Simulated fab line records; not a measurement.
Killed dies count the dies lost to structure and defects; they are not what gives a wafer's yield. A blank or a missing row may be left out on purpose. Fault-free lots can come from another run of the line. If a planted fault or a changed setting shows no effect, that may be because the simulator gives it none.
Check of tool commonality | flow nand-harc | 39 wafers sampled across 13 lots

WHAT PROMPTED THE OPENING
On 2 of the 13 lots, a flag is raised at NHARC_A_ONON_D2_THK_MEAS_30 on the reading thk-nm. Fault-free wafers read 1000 nm, with a standard deviation of 10.
Rule: a lot is flagged in two cases, either no wafer of it has a number, or all its wafers with numbers fall more than 4 standard deviations from that mean. All remaining lots are regarded as sound.

lot  | measured     | on            | thk-nm (nm), wafer by wafer | flag
L761 | day 13 05:02 | film-metro-01 | 993 992 991                 |
L763 | day 14 02:50 | film-metro-01 | 1000 1002 1000              |
L762 | day 14 08:08 | film-metro-01 | 1003 1004 1004              |
L766 | day 15 05:10 | film-metro-01 | 993 992 994                 |
L765 | day 15 05:10 | film-metro-02 | 1004 1004 1006              |
L773 | day 18 15:18 | film-metro-01 | 1493 1492 1495              | FLAGGED
L774 | day 19 11:53 | film-metro-02 | 1510 1510 1509              | FLAGGED
L776 | day 20 04:39 | film-metro-02 | 1018 1018 1019              |
L781 | day 21 10:23 | film-metro-02 | 1009 1009 1007              |
L780 | day 21 17:17 | film-metro-02 | 1015 1016 1016              |
L779 | day 21 23:05 | film-metro-02 | 993 995 995                 |
L782 | day 21 23:18 | film-metro-02 | 1012 1011 1013              |
L783 | day 22 12:59 | film-metro-01 | 1001 1001 1000              |
The mean of the flagged lots' numbers is 1502 nm, +502 nm from the usual (+50 standard deviations).

TOOL THAT RAN EACH LOT
2 process steps preceding the reading are held in the record, out of 1302 steps in the route. Cell contents, in order: the tool; ch with the chambers the sampled wafers went through; the start.
lot  | flag    | NHARC_A_DECK1_JOINT_ETCHBACK_00  | NHARC_A_ONON_D2_DEP_28
L761 |         | rie-si-03 ch 1,2,3, day 11 12:17 | pecvd-onon-04 ch 0, day 13 04:35
L763 |         | rie-si-03 ch 0,1, day 12 16:14   | pecvd-onon-03 ch 0, day 14 02:20
L762 |         | rie-si-02 ch 0,1,3, day 12 12:33 | pecvd-onon-03 ch 0, day 14 07:38
L766 |         | rie-si-05 ch 0,3, day 13 15:02   | pecvd-onon-02 ch 0, day 15 04:39
L765 |         | rie-si-03 ch 2,3, day 13 15:02   | pecvd-onon-03 ch 0, day 15 04:43
L773 | FLAGGED | rie-si-05 ch 0,1,2, day 16 20:49 | pecvd-onon-03 ch 0, day 18 14:52
L774 | FLAGGED | rie-si-02 ch 1,2, day 17 22:31   | pecvd-onon-03 ch 0, day 19 11:29
L776 |         | rie-si-03 ch 0,3, day 18 14:46   | pecvd-onon-04 ch 0, day 20 04:19
L781 |         | rie-si-05 ch 0,1,2, day 19 22:52 | pecvd-onon-02 ch 0, day 21 09:53
L780 |         | rie-si-05 ch 2,3, day 20 02:12   | pecvd-onon-02 ch 0, day 21 16:50
L779 |         | rie-si-05 ch 0,2,3, day 20 09:59 | pecvd-onon-03 ch 0, day 21 22:35
L782 |         | rie-si-03 ch 0,2,3, day 20 06:05 | pecvd-onon-02 ch 0, day 21 22:47
L783 |         | rie-si-05 ch 0,3, day 20 19:54   | pecvd-onon-03 ch 0, day 22 12:29
What is done by these steps:
- NHARC_A_DECK1_JOINT_ETCHBACK_00: etches the open film in HBr, target depth 30 nm, time 17.4 s.
- NHARC_A_ONON_D2_DEP_28: target thk 1000 nm.
- NHARC_A_ONON_D2_THK_MEAS_30: measures by ellipsometry.

FLAGGED OVER TOTAL, TOOL BY TOOL (the gauges that took the reading come last)
step                            | tool          | lots run | flagged | share of the flagged lots | sound lots run after its first flagged lot
NHARC_A_DECK1_JOINT_ETCHBACK_00 | rie-si-02     | 2        | 1       | some                      | 0
NHARC_A_DECK1_JOINT_ETCHBACK_00 | rie-si-03     | 5        | 0       | none                      | -
NHARC_A_DECK1_JOINT_ETCHBACK_00 | rie-si-05     | 6        | 1       | some                      | 4 (L781,L780,L779,L783)
NHARC_A_ONON_D2_DEP_28          | pecvd-onon-02 | 4        | 0       | none                      | -
NHARC_A_ONON_D2_DEP_28          | pecvd-onon-03 | 7        | 2       | all                       | 2 (L779,L783)
NHARC_A_ONON_D2_DEP_28          | pecvd-onon-04 | 2        | 0       | none                      | -
NHARC_A_ONON_D2_THK_MEAS_30     | film-metro-01 | 6        | 1       | some                      | 1 (L783)
NHARC_A_ONON_D2_THK_MEAS_30     | film-metro-02 | 7        | 1       | some                      | 5 (L776,L781,L780,L779,L782)

THE TABLE: WHAT IT ALLOWS
All flagged lots share 1 row of the table, namely pecvd-onon-03 at NHARC_A_ONON_D2_DEP_28.
- pecvd-onon-03 at NHARC_A_ONON_D2_DEP_28 ran 7 lots, 2 of them flagged. Lots that were sound ran on it after the first flagged one (L779, L783); a persistent fault on the entire tool would not allow that.
No row of the table ran every flagged lot and no sound lot after the first.

WHAT THE SIMULATOR HAD PUT IN
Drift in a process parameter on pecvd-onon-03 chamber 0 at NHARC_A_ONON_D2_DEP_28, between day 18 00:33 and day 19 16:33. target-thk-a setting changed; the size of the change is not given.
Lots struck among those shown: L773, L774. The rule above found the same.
